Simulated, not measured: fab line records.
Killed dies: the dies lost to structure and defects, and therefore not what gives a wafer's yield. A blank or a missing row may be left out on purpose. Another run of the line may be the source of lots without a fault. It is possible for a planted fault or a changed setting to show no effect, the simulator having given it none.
Matching of chambers | flow n5Finfet | rieDiel-05 running N5_BEOL_M12_ETCH_59: 4 sister chambers
The step etches BARC in N2/H2, target depth 89 nm, overetch 26.7 nm, time 67.9 s. 8 wafers are shown with their chamber, then 8 later ones without.

WAFERS PAIRED WITH THEIR CHAMBERS
wafer  | chamber | throttleValvePct (%) | oesProductAu (a.u.)
L216.1 | 3       | 17.3                 | 0.69
L221.2 | 2       | 18.2                 | 0.58
L221.3 | 3       | 17.3                 | 0.68
L221.6 | 0       | 17.8                 | 0.64
L222.2 | 1       | 17.6                 | 0.72
L222.5 | 2       | 18.2                 | 0.58
L222.6 | 1       | 17.6                 | 0.72
L232.2 | 0       | 17.9                 | 0.62

WAFERS WITHOUT THEIR CHAMBER
wafer  | throttleValvePct (%) | oesProductAu (a.u.)
L232.3 | 17.6                 | 0.70
L232.4 | 17.7                 | 0.81
L233.2 | 17.7                 | 0.69
L233.4 | 17.9                 | 0.61
L233.6 | 17.4                 | 0.65
L234.3 | 17.4                 | 0.65
L234.5 | 17.6                 | 0.70
L234.6 | 17.8                 | 0.79

EACH ONE'S CHAMBER
wafer  | from the rows above | in truth
L232.3 | 1                   | 1
L232.4 | 1                   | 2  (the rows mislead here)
L233.2 | 1                   | 1
L233.4 | 0                   | 0
L233.6 | 3                   | 3
L234.3 | 3                   | 3
L234.5 | 1                   | 1
L234.6 | 1                   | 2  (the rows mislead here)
6 of 8 placed correctly. Left unplaced by these rows: 0. Wrongly placed: 2.
How it was worked out, from the rows above alone: a wafer's distance from a chamber is the root of the sum, over the readings, of the square of ((its reading less the chamber's mean) divided by the reading's scatter). If the next closest chamber is less than 2 further off than the closest, the wafer can't be placed; otherwise it belongs to the closest. A chamber's mean is the mean of its shown wafers. The scatter is the square root of a quotient: the sum, over the shown wafers, of each reading's squared deviation from its chamber's mean, divided by wafers minus chambers.
